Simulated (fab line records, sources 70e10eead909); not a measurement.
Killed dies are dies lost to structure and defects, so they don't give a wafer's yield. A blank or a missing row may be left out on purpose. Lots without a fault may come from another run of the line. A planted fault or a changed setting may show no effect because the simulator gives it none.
Which tool did it? | flow nand_harc | 22 lots, 66 wafers sampled, at 6 steps of a route of 1302

WHAT THE GAUGES READ, wafer by wafer
The record holds no reading of a measuring or inspecting step that can be judged against a usual standard deviation.

WHICH TOOL RAN EACH LOT (tool, then ch and the chambers of the sampled wafers, then the start)
lot  | NHARC_A_STAIRCASE_TRIM_18                     | NHARC_A_STAIRCASE_TRIM_20          | NHARC_A_STAIRCASE_DESCUM_186       | NHARC_A_STAIRCASE_TRIM_187         | NHARC_A_STAIRCASE_ETCH_230                    | NHARC_A_STAIRCASE_STRIP_238
L074 | rie_diel-06 ch 0,2,3, day 15 17:56 or earlier | rie_diel-13 ch 0,1, day 15 17:56   | rie_diel-01 ch 1,2, day 15 20:33   | rie_diel-01 ch 0,2,3, day 15 20:41 | rie_diel-13 ch 2,3, day 16 03:41 or earlier   | plasma_asher-02 ch 0,1, day 16 03:41
L075 | rie_diel-01 ch 1,2,3, day 16 03:10 or earlier | rie_diel-01 ch 0,2,3, day 16 03:10 | rie_diel-13 ch 1,2, day 16 05:46   | rie_diel-13 ch 1,3, day 16 05:52   | rie_diel-06 ch 0,3, day 16 12:39 or earlier   | plasma_asher-01 ch 0,1, day 16 12:39
L076 | rie_diel-06 ch 1,2,3, day 16 03:44 or earlier | rie_diel-06 ch 0,1,2, day 16 03:44 | rie_diel-13 ch 0,1,3, day 16 06:13 | rie_diel-13 ch 0,2,3, day 16 06:18 | rie_diel-01 ch 0,2,3, day 16 13:36 or earlier | plasma_asher-01 ch 0,1, day 16 13:36
L077 | rie_diel-13 ch 0,2, day 16 23:44 or earlier   | rie_diel-13 ch 0,1,3, day 16 23:44 | rie_diel-13 ch 2,3, day 17 02:10   | rie_diel-13 ch 1,2, day 17 02:15   | rie_diel-01 ch 1,2, day 17 08:29 or earlier   | plasma_asher-02 ch 0,1, day 17 08:29
L078 | rie_diel-01 ch 0,1,3, day 17 07:03 or earlier | rie_diel-13 ch 0,1,2, day 17 07:03 | rie_diel-01 ch 0,1,2, day 17 09:38 | rie_diel-01 ch 1,2,3, day 17 09:44 | rie_diel-06 ch 0,1,2, day 17 18:37 or earlier | plasma_asher-01 ch 0,1, day 17 18:37
L079 | rie_diel-06 ch 0,1,2, day 18 02:04 or earlier | rie_diel-06 ch 0,1,2, day 18 02:04 | rie_diel-06 ch 0,1,2, day 18 04:43 | rie_diel-06 ch 0,1,3, day 18 04:47 | rie_diel-01 ch 1,2,3, day 18 11:13 or earlier | plasma_asher-01 ch 0,1, day 18 11:13
L080 | rie_diel-01 ch 1,2,3, day 18 02:20 or earlier | rie_diel-13 ch 0,2, day 18 02:20   | rie_diel-13 ch 1,3, day 18 04:56   | rie_diel-13 ch 0,2,3, day 18 05:02 | rie_diel-06 ch 0,2, day 18 10:47 or earlier   | plasma_asher-02 ch 0,1, day 18 10:47
L081 | rie_diel-13 ch 0,1,2, day 18 23:24 or earlier | rie_diel-06 ch 1,2, day 18 23:24   | rie_diel-01 ch 1,2, day 19 02:05   | rie_diel-01 ch 1,2,3, day 19 02:12 | rie_diel-13 ch 0,2,3, day 19 08:58 or earlier | plasma_asher-01 ch 0,1, day 19 08:58
L083 | rie_diel-13 ch 0,3, day 19 15:27 or earlier   | rie_diel-01 ch 0,1,2, day 19 15:27 | rie_diel-01 ch 0,2,3, day 19 18:17 | rie_diel-01 ch 2,3, day 19 18:23   | rie_diel-01 ch 0,2,3, day 20 00:15 or earlier | plasma_asher-02 ch 0, day 20 00:15
L082 | rie_diel-06 ch 0,2,3, day 19 15:46 or earlier | rie_diel-01 ch 0,3, day 19 15:46   | rie_diel-06 ch 0,3, day 19 18:30   | rie_diel-06 ch 0,2, day 19 18:37   | rie_diel-13 ch 2,3, day 20 01:29 or earlier   | plasma_asher-01 ch 0,1, day 20 01:29
L084 | rie_diel-01 ch 0,2,3, day 20 04:52 or earlier | rie_diel-06 ch 0,1,2, day 20 04:52 | rie_diel-13 ch 2,3, day 20 07:25   | rie_diel-13 ch 0,2,3, day 20 07:32 | rie_diel-06 ch 0,3, day 20 13:28 or earlier   | plasma_asher-02 ch 0,1, day 20 13:28
L086 | rie_diel-06 ch 1,2,3, day 20 11:31 or earlier | rie_diel-13 ch 2,3, day 20 11:31   | rie_diel-06 ch 1,2, day 20 14:09   | rie_diel-06 ch 1,2, day 20 14:15   | rie_diel-06 ch 1,2, day 20 19:56 or earlier   | plasma_asher-01 ch 0,1, day 20 19:56
L087 | rie_diel-13 ch 0,2,3, day 20 20:44 or earlier | rie_diel-13 ch 0,1, day 20 20:44   | rie_diel-01 ch 0,3, day 20 23:35   | rie_diel-01 ch 0,2,3, day 20 23:52 | rie_diel-13 ch 0,1,3, day 21 06:47 or earlier | plasma_asher-02 ch 0,1, day 21 06:47
L088 | rie_diel-13 ch 0,2,3, day 21 22:42 or earlier | rie_diel-13 ch 0,1,2, day 21 22:42 | rie_diel-06 ch 0,3, day 22 01:08   | rie_diel-06 ch 0,1,2, day 22 01:13 | rie_diel-06 ch 2,3, day 22 07:18 or earlier   | plasma_asher-01 ch 0,1, day 22 07:18
L089 | rie_diel-06 ch 0,1,3, day 21 23:03 or earlier | rie_diel-06 ch 0,1,3, day 21 23:03 | rie_diel-13 ch 2,3, day 22 01:37   | rie_diel-13 ch 1,2,3, day 22 01:41 | rie_diel-13 ch 0,2,3, day 22 07:53 or earlier | plasma_asher-02 ch 0,1, day 22 07:53
L090 | rie_diel-06 ch 0,3, day 22 10:42 or earlier   | rie_diel-13 ch 1,2, day 22 10:42   | rie_diel-06 ch 0,2,3, day 22 13:22 | rie_diel-06 ch 0,2,3, day 22 13:28 | rie_diel-01 ch 0,1,2, day 22 19:53 or earlier | plasma_asher-02 ch 0,1, day 22 19:53
L093 | rie_diel-13 ch 0,1,2, day 23 03:02 or earlier | rie_diel-13 ch 1,2, day 23 03:02   | rie_diel-13 ch 1,2,3, day 23 05:52 | rie_diel-13 ch 0,1,2, day 23 05:58 | rie_diel-13 ch 0,1,3, day 23 14:43 or earlier | plasma_asher-01 ch 0,1, day 23 14:43
L091 | rie_diel-13 ch 1,2, day 23 04:52 or earlier   | rie_diel-13 ch 1,3, day 23 04:52   | rie_diel-06 ch 1,2, day 23 07:19   | rie_diel-06 ch 0,1, day 23 07:24   | rie_diel-01 ch 0,1,2, day 23 14:32 or earlier | plasma_asher-01 ch 0,1, day 23 14:32
L092 | rie_diel-01 ch 1,2,3, day 23 05:37 or earlier | rie_diel-06 ch 0,1,2, day 23 05:37 | rie_diel-13 ch 0,1, day 23 08:20   | rie_diel-13 ch 1,2, day 23 08:25   | rie_diel-01 ch 0,1,2, day 23 14:58 or earlier | plasma_asher-02 ch 0,1, day 23 14:58
L094 | rie_diel-01 ch 0,1, day 23 16:11 or earlier   | rie_diel-01 ch 0,1, day 23 16:11   | rie_diel-13 ch 0,3, day 23 18:40   | rie_diel-13 ch 0,2,3, day 23 18:45 | rie_diel-13 ch 0,2,3, day 24 02:24 or earlier | plasma_asher-01 ch 0,1, day 24 02:24
L096 | rie_diel-13 ch 0,2,3, day 24 14:36 or earlier | rie_diel-13 ch 0,1,2, day 24 14:36 | rie_diel-01 ch 1,2,3, day 24 17:10 | rie_diel-01 ch 0,1,2, day 24 17:16 | rie_diel-01 ch 0,1,3, day 25 00:13 or earlier | plasma_asher-02 ch 0,1, day 25 00:13
L097 | rie_diel-01 ch 0,2, day 25 01:54 or earlier   | rie_diel-06 ch 0,2,3, day 25 01:54 | rie_diel-01 ch 0,3, day 25 04:28   | rie_diel-01 ch 1,2,3, day 25 04:32 | rie_diel-13 ch 1,2,3, day 25 10:36 or earlier | plasma_asher-02 ch 0,1, day 25 10:36
- NHARC_A_STAIRCASE_TRIM_18: chemistry O2, time 211.2 s.
- NHARC_A_STAIRCASE_TRIM_20: chemistry O2, time 211.2 s.
- NHARC_A_STAIRCASE_DESCUM_186: chemistry O2, time 3 s.
- NHARC_A_STAIRCASE_TRIM_187: chemistry O2, time 211.2 s.
- NHARC_A_STAIRCASE_ETCH_230: etches the open film in C4F8/O2, target depth 100 nm, time 40.5 s.
- NHARC_A_STAIRCASE_STRIP_238: strips in O2.

WHAT THE TOOLS THEMSELVES READ (means of the sampled wafers that have a number; where no wafer has one, the mark that the record gives instead)
NHARC_A_STAIRCASE_TRIM_18. Usual: drypump_motor_current_A 5.7 A, standard deviation 0.35; oes_product_au 0.999 a.u., standard deviation 0.011; rf_vpp_V 57.8 V, standard deviation 0.87; showerhead_plenum_p_Torr 3.57 Torr, standard deviation 0.13; throttle_valve_pct 17.038 %, standard deviation 0.0084.
lot  | tool        | drypump_motor_current_A (A) | oes_product_au (a.u.) | rf_vpp_V (V) | showerhead_plenum_p_Torr (Torr) | throttle_valve_pct (%) | flag
L074 | rie_diel-06 | 5.6                         | 1.008                 | 57.4         | 3.50                            | 17.033                 |
L075 | rie_diel-01 | 5.9                         | 0.989                 | 57.7         | 3.61                            | 17.039                 |
L076 | rie_diel-06 | 5.7                         | 0.995                 | 58.5         | 3.45                            | 17.038                 |
L077 | rie_diel-13 | 5.4                         | 1.000                 | 57.2         | 3.59                            | 17.036                 |
L078 | rie_diel-01 | 5.8                         | 0.997                 | 57.2         | 3.69                            | 17.036                 |
L079 | rie_diel-06 | 5.7                         | 0.982                 | 57.3         | 3.41                            | 17.042                 |
L080 | rie_diel-01 | 5.9                         | 0.991                 | 59.0         | 3.60                            | 17.035                 |
L081 | rie_diel-13 | 5.6                         | 1.004                 | 57.5         | 3.62                            | 17.042                 |
L083 | rie_diel-13 | 5.5                         | 1.004                 | 57.2         | 3.58                            | 17.043                 |
L082 | rie_diel-06 | 5.6                         | 0.998                 | 57.7         | 3.48                            | 17.039                 |
L084 | rie_diel-01 | 5.7                         | 0.991                 | 58.8         | 3.66                            | 17.031                 |
L086 | rie_diel-06 | 5.7                         | 0.994                 | 57.2         | 3.44                            | 17.033                 |
L087 | rie_diel-13 | 5.6                         | 1.006                 | 57.5         | 3.56                            | 17.037                 |
L088 | rie_diel-13 | 5.6                         | 1.004                 | 57.9         | 3.55                            | 17.039                 |
L089 | rie_diel-06 | 5.4                         | 1.004                 | 59.4         | 3.56                            | 17.036                 |
L090 | rie_diel-06 | 5.3                         | 0.990                 | 58.0         | 3.46                            | 17.031                 |
L093 | rie_diel-13 | 5.6                         | 1.002                 | 57.1         | 3.61                            | 17.033                 |
L091 | rie_diel-13 | 5.6                         | 1.005                 | 57.6         | 3.59                            | 17.036                 |
L092 | rie_diel-01 | 5.9                         | 1.005                 | 58.3         | 3.57                            | 17.034                 |
L094 | rie_diel-01 | 5.6                         | 0.998                 | 58.7         | 3.67                            | 17.026                 |
L096 | rie_diel-13 | 5.6                         | 1.005                 | 57.6         | 3.54                            | 17.041                 |
L097 | rie_diel-01 | 5.4                         | 0.991                 | 57.5         | 3.65                            | 17.040                 |

NHARC_A_STAIRCASE_TRIM_20. Usual: drypump_motor_current_A 5.7 A, standard deviation 0.34; oes_product_au 0.999 a.u., standard deviation 0.01; rf_vpp_V 57.8 V, standard deviation 1; showerhead_plenum_p_Torr 3.57 Torr, standard deviation 0.13; throttle_valve_pct 17.037 %, standard deviation 0.0087.
lot  | tool        | drypump_motor_current_A (A) | oes_product_au (a.u.) | rf_vpp_V (V) | showerhead_plenum_p_Torr (Torr) | throttle_valve_pct (%) | flag
L074 | rie_diel-13 | 5.5                         | 0.994                 | 58.0         | 3.66                            | 17.035                 |
L075 | rie_diel-01 | 5.7                         | 0.991                 | 56.9         | 3.68                            | 17.038                 |
L076 | rie_diel-06 | 5.7                         | 0.994                 | 57.4         | 3.41                            | 17.038                 |
L077 | rie_diel-13 | 5.7                         | 1.009                 | 57.5         | 3.64                            | 17.036                 |
L078 | rie_diel-13 | 5.6                         | 0.999                 | 58.2         | 3.63                            | 17.039                 |
L079 | rie_diel-06 | 5.7                         | 0.995                 | 58.4         | 3.41                            | 17.043                 |
L080 | rie_diel-13 | 5.5                         | 1.004                 | 58.2         | 3.57                            | 17.041                 |
L081 | rie_diel-06 | 5.8                         | 0.997                 | 57.3         | 3.37                            | 17.039                 |
L083 | rie_diel-01 | 5.6                         | 0.991                 | 58.1         | 3.60                            | 17.036                 |
L082 | rie_diel-01 | 5.9                         | 0.991                 | 58.2         | 3.74                            | 17.037                 |
L084 | rie_diel-06 | 5.7                         | 0.997                 | 57.1         | 3.40                            | 17.039                 |
L086 | rie_diel-13 | 5.8                         | 1.012                 | 58.4         | 3.55                            | 17.032                 |
L087 | rie_diel-13 | 5.5                         | 1.000                 | 58.0         | 3.63                            | 17.033                 |
L088 | rie_diel-13 | 5.6                         | 1.001                 | 57.3         | 3.61                            | 17.038                 |
L089 | rie_diel-06 | 5.4                         | 0.999                 | 58.4         | 3.56                            | 17.042                 |
L090 | rie_diel-13 | 5.8                         | 1.003                 | 58.6         | 3.66                            | 17.039                 |
L093 | rie_diel-13 | 5.7                         | 1.015                 | 58.6         | 3.59                            | 17.033                 |
L091 | rie_diel-13 | 5.9                         | 1.002                 | 57.4         | 3.65                            | 17.041                 |
L092 | rie_diel-06 | 5.7                         | 1.000                 | 57.2         | 3.57                            | 17.040                 |
L094 | rie_diel-01 | 5.6                         | 0.993                 | 58.2         | 3.67                            | 17.030                 |
L096 | rie_diel-13 | 5.6                         | 0.994                 | 58.1         | 3.60                            | 17.032                 |
L097 | rie_diel-06 | 5.6                         | 0.995                 | 57.4         | 3.46                            | 17.033                 |

NHARC_A_STAIRCASE_DESCUM_186. Usual: drypump_motor_current_A 5.7 A, standard deviation 0.33; oes_product_au 0.999 a.u., standard deviation 0.01; rf_vpp_V 57.9 V, standard deviation 0.84; showerhead_plenum_p_Torr 1.95 Torr, standard deviation 0.07; throttle_valve_pct 11.313 %, standard deviation 0.0086.
lot  | tool        | drypump_motor_current_A (A) | oes_product_au (a.u.) | rf_vpp_V (V) | showerhead_plenum_p_Torr (Torr) | throttle_valve_pct (%) | flag
L074 | rie_diel-01 | 5.8                         | 0.983                 | 58.1         | 1.93                            | 11.317                 |
L075 | rie_diel-13 | 5.8                         | 0.997                 | 58.5         | 2.00                            | 11.312                 |
L076 | rie_diel-13 | 5.7                         | 1.004                 | 58.9         | 1.98                            | 11.304                 |
L077 | rie_diel-13 | 5.8                         | 1.000                 | 57.5         | 1.94                            | 11.311                 |
L078 | rie_diel-01 | 5.6                         | 0.996                 | 58.1         | 1.96                            | 11.305                 |
L079 | rie_diel-06 | 5.7                         | 0.995                 | 57.8         | 1.84                            | 11.305                 |
L080 | rie_diel-13 | 5.9                         | 1.012                 | 57.4         | 1.96                            | 11.317                 |
L081 | rie_diel-01 | 5.7                         | 0.995                 | 57.3         | 1.90                            | 11.311                 |
L083 | rie_diel-01 | 5.7                         | 0.999                 | 58.6         | 1.99                            | 11.311                 |
L082 | rie_diel-06 | 5.3                         | 0.998                 | 56.7         | 1.88                            | 11.314                 |
L084 | rie_diel-13 | 5.8                         | 1.004                 | 58.3         | 1.93                            | 11.312                 |
L086 | rie_diel-06 | 5.8                         | 0.985                 | 57.3         | 1.81                            | 11.313                 |
L087 | rie_diel-01 | 5.6                         | 0.994                 | 58.0         | 2.04                            | 11.305                 |
L088 | rie_diel-06 | 5.3                         | 1.000                 | 57.2         | 1.88                            | 11.317                 |
L089 | rie_diel-13 | 5.8                         | 1.012                 | 57.8         | 1.92                            | 11.302                 |
L090 | rie_diel-06 | 5.6                         | 1.004                 | 58.0         | 1.88                            | 11.309                 |
L093 | rie_diel-13 | 5.8                         | 1.007                 | 58.4         | 1.95                            | 11.312                 |
L091 | rie_diel-06 | 5.8                         | 0.995                 | 57.5         | 2.02                            | 11.314                 |
L092 | rie_diel-13 | 5.5                         | 0.994                 | 57.4         | 1.97                            | 11.313                 |
L094 | rie_diel-13 | 5.5                         | 1.003                 | 58.1         | 1.93                            | 11.307                 |
L096 | rie_diel-01 | 5.9                         | 0.994                 | 56.2         | 1.94                            | 11.315                 |
L097 | rie_diel-01 | 5.6                         | 0.993                 | 57.5         | 2.03                            | 11.331                 |

NHARC_A_STAIRCASE_TRIM_187. Usual: drypump_motor_current_A 5.7 A, standard deviation 0.33; oes_product_au 0.998 a.u., standard deviation 0.01; rf_vpp_V 58.0 V, standard deviation 0.87; showerhead_plenum_p_Torr 3.59 Torr, standard deviation 0.13; throttle_valve_pct 17.037 %, standard deviation 0.0089.
lot  | tool        | drypump_motor_current_A (A) | oes_product_au (a.u.) | rf_vpp_V (V) | showerhead_plenum_p_Torr (Torr) | throttle_valve_pct (%) | flag
L074 | rie_diel-01 | 5.7                         | 0.997                 | 58.5         | 3.68                            | 17.039                 |
L075 | rie_diel-13 | 5.9                         | 1.005                 | 57.8         | 3.63                            | 17.031                 |
L076 | rie_diel-13 | 5.6                         | 0.993                 | 58.6         | 3.58                            | 17.044                 |
L077 | rie_diel-13 | 5.6                         | 0.998                 | 58.9         | 3.62                            | 17.035                 |
L078 | rie_diel-01 | 5.9                         | 0.993                 | 58.0         | 3.60                            | 17.036                 |
L079 | rie_diel-06 | 5.4                         | 1.001                 | 58.8         | 3.40                            | 17.041                 |
L080 | rie_diel-13 | 5.6                         | 1.002                 | 57.7         | 3.57                            | 17.036                 |
L081 | rie_diel-01 | 5.9                         | 0.986                 | 58.4         | 3.60                            | 17.037                 |
L083 | rie_diel-01 | 5.9                         | 0.986                 | 57.8         | 3.65                            | 17.031                 |
L082 | rie_diel-06 | 5.9                         | 0.990                 | 56.7         | 3.49                            | 17.038                 |
L084 | rie_diel-13 | 5.6                         | 0.998                 | 57.5         | 3.56                            | 17.037                 |
L086 | rie_diel-06 | 6.0                         | 0.994                 | 56.9         | 3.45                            | 17.034                 |
L087 | rie_diel-01 | 5.7                         | 0.996                 | 58.1         | 3.66                            | 17.020                 |
L088 | rie_diel-06 | 5.7                         | 0.999                 | 57.9         | 3.57                            | 17.046                 |
L089 | rie_diel-13 | 5.8                         | 1.011                 | 57.5         | 3.60                            | 17.033                 |
L090 | rie_diel-06 | 5.6                         | 1.002                 | 57.5         | 3.47                            | 17.034                 |
L093 | rie_diel-13 | 5.6                         | 1.000                 | 58.2         | 3.60                            | 17.035                 |
L091 | rie_diel-06 | 5.4                         | 1.006                 | 58.3         | 3.52                            | 17.043                 |
L092 | rie_diel-13 | 5.7                         | 1.001                 | 58.0         | 3.59                            | 17.044                 |
L094 | rie_diel-13 | 5.6                         | 1.008                 | 57.4         | 3.55                            | 17.043                 |
L096 | rie_diel-01 | 5.6                         | 0.988                 | 57.8         | 3.58                            | 17.042                 |
L097 | rie_diel-01 | 5.9                         | 0.997                 | 59.0         | 3.57                            | 17.033                 |

NHARC_A_STAIRCASE_ETCH_230. Usual: oes_product_au 0.945 a.u., standard deviation 0.015; rf_vpp_V 897 V, standard deviation 4.7.
lot  | tool        | oes_product_au (a.u.) | rf_vpp_V (V) | flag
L074 | rie_diel-13 | 0.938                 | 897          |
L075 | rie_diel-06 | 0.923                 | 894          |
L076 | rie_diel-01 | 0.969                 | 902          |
L077 | rie_diel-01 | 0.938                 | 896          |
L078 | rie_diel-06 | 0.965                 | 891          |
L079 | rie_diel-01 | 0.936                 | 898          |
L080 | rie_diel-06 | 0.941                 | 895          |
L081 | rie_diel-13 | 0.964                 | 898          |
L083 | rie_diel-01 | 0.960                 | 901          |
L082 | rie_diel-13 | 0.933                 | 895          |
L084 | rie_diel-06 | 0.945                 | 894          |
L086 | rie_diel-06 | 0.936                 | 893          |
L087 | rie_diel-13 | 0.951                 | 899          |
L088 | rie_diel-06 | 0.942                 | 895          |
L089 | rie_diel-13 | 0.952                 | 897          |
L090 | rie_diel-01 | 0.945                 | 899          |
L093 | rie_diel-13 | 0.955                 | 900          |
L091 | rie_diel-01 | 0.931                 | 898          |
L092 | rie_diel-01 | 0.943                 | 897          |
L094 | rie_diel-13 | 0.933                 | 896          |
L096 | rie_diel-01 | 0.955                 | 901          |
L097 | rie_diel-13 | 0.952                 | 898          |

NHARC_A_STAIRCASE_STRIP_238. Usual: drypump_motor_current_A 5.43 A, standard deviation 0.3; heater_power_w 337 W, standard deviation 31.
lot  | tool            | drypump_motor_current_A (A) | heater_power_w (W) | flag
L074 | plasma_asher-02 | 5.46                        | 310                |
L075 | plasma_asher-01 | 5.51                        | 369                |
L076 | plasma_asher-01 | 5.52                        | 370                |
L077 | plasma_asher-02 | 5.49                        | 317                |
L078 | plasma_asher-01 | 5.50                        | 371                |
L079 | plasma_asher-01 | 5.20                        | 363                |
L080 | plasma_asher-02 | 5.46                        | 310                |
L081 | plasma_asher-01 | 5.22                        | 361                |
L083 | plasma_asher-02 | 5.56                        | 316                |
L082 | plasma_asher-01 | 5.49                        | 379                |
L084 | plasma_asher-02 | 5.53                        | 311                |
L086 | plasma_asher-01 | 5.51                        | 370                |
L087 | plasma_asher-02 | 5.44                        | 310                |
L088 | plasma_asher-01 | 5.49                        | 378                |
L089 | plasma_asher-02 | 5.55                        | 315                |
L090 | plasma_asher-02 | 5.46                        | 311                |
L093 | plasma_asher-01 | 5.23                        | 363                |
L091 | plasma_asher-01 | 5.51                        | 377                |
L092 | plasma_asher-02 | 5.47                        | 308                |
L094 | plasma_asher-01 | 5.50                        | 370                |
L096 | plasma_asher-02 | 5.54                        | 318                |
L097 | plasma_asher-02 | 5.50                        | 316                |

THE ANSWER, worked out from the rows above alone
Rule: a lot is off if the mean of its wafers that have a number lies more than 3 standard deviations from the usual mean. A lot without any number at a reading at which 4 lots or more have one is off too. The other lots that the step has rows for count as sound. The gauges are gone through in route order, then the tools' own readings, and for those a lot's mean is taken as printed above. The first step at which some lot is off is used, and at that step the reading that is off furthest; a lot without a number counts as furthest.
No lot is off at any reading shown: from this, nothing can be told.

WHAT THE SIMULATOR HAD PUT IN
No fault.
